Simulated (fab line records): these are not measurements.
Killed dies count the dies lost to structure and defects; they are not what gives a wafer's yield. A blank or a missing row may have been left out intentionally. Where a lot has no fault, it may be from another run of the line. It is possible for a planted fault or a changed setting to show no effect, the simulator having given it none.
Comparing a struck lot with a sound one | flow n5Finfet | 16 out of 1938 route steps
Sound: these wafers, L887.1, L887.2, L887.5. Wafers struck: L893.1, L893.2, L893.3. At the end, the cause is stated.
For every step that has rows: the tool of each side, followed by ch and its chambers, followed by its first start. Under that, the readings that differ: sound wafers | struck wafers | difference of the means | sigmas: that difference in standard deviations of wafers without a fault.
alike: same words and numbers on both sides, and readings whose means sit less than 2 such deviations apart. not compared: any withheld reading, any reading some wafer has no value for, any bound like >300 that may hide the same value, and any number with overlapping values for which the record gives no deviation.
Wherever a step has rows on one side only, a row that says differs or no value, or a row with sigmas, the two part there. When numbers do not overlap yet have no deviation, they are printed without sigmas and do not part them. A reading that every wafer of one side lacks parts them only if that side has two wafers or more.

N5_FIN_SAQP_CD_MEAS_37: the cd target is 8 nm.
  struck on cdSem-02, day 3 13:54; sound on cdSem-01, day 2 01:52
  alike: cdNm
then, 3 steps without rows for these wafers: N5_FIN_SAQP_PRECLEAN_38 (cleans in O3/DIW, time 45 s); N5_FIN_SAQP_PRECLEAN_45 (cleans in dHF, time 10 s); N5_FIN_SAQP_SRD_39 (time 30 s).
N5_FIN_SAQP_OCD_MEAS_76:
  struck on ocd-02, day 3 14:00; sound on ocd-02, day 2 01:58
  alike: trenchDepthNm
N5_FIN_SAQP_INSPECT_40: inspects for defects (brightfield).
  struck on defectInspect-02, day 3 14:02; sound on defectInspect-02, day 2 01:59
  alike: rawDefectCount
then, 6 steps without rows for these wafers: N5_FIN_CUT_COAT_18 (time 60 s, resist thk 230 nm); N5_FIN_CUT_COAT_19 (time 60 s, resist thk 20 nm); N5_FIN_CUT_COAT_29 (time 60 s, resist thk 10 nm); N5_FIN_CUT_COAT_02 (resist thk 30 nm); N5_FIN_CUT_EBR_04; N5_FIN_CUT_SOFTBAKE_03 (time 60 s).
N5_FIN_CUT_EXPOSE_05: exposes mask FIN CUT.
  sound on euvScanner-01 ch 0, day 2 02:10; struck on euvScanner-01 ch 0, day 3 14:12
reading           | sound             | struck            | difference | sigmas
exposureDoseMJCm2 | 45.66 45.65 45.66 | 45.10 45.12 45.05 | -0.57      | -12
  alike: mask, reticleTempC
then, 1 step without rows for these wafers: N5_FIN_CUT_PEB_06 (peb time 60 s).
-- the record jumps here: 7 days lie between the struck wafers' starts before and after (it left off in module FIN_CUT and takes up again in module BEOL_M4, whose first step shown is number 1111 of the route) --
N5_BEOL_M4_RC_MEAS_101:
  sound on prober-01 ch 0, day 8 12:03; struck on prober-01 ch 0, day 10 03:07
  alike: DIBL_N, DIBL_P, IOFF_N, IOFF_P, ION_N, ION_P, SS_N, SS_P, VT_N, VT_P
-- record jumps: 4 days separate the struck wafers' starts on either side; left off in module BEOL_M4, taken up again in module PASSIVATION, whose first shown step is the route's number 1936 --
N5_PASSIVATION_PROBE_49:
  rows exist in the record for the struck wafers here (prober-02, day 14 14:47), but not for the sound ones

== WHERE THEY PART ==
Last at N5_PASSIVATION_PROBE_49 as far as this record goes, first at N5_FIN_CUT_EXPOSE_05.

WHY: whatever the simulator had introduced
Drift in process parameters on euvScanner-01 at N5_FIN_CUT_EXPOSE_05, starting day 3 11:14. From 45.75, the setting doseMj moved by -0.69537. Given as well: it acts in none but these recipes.
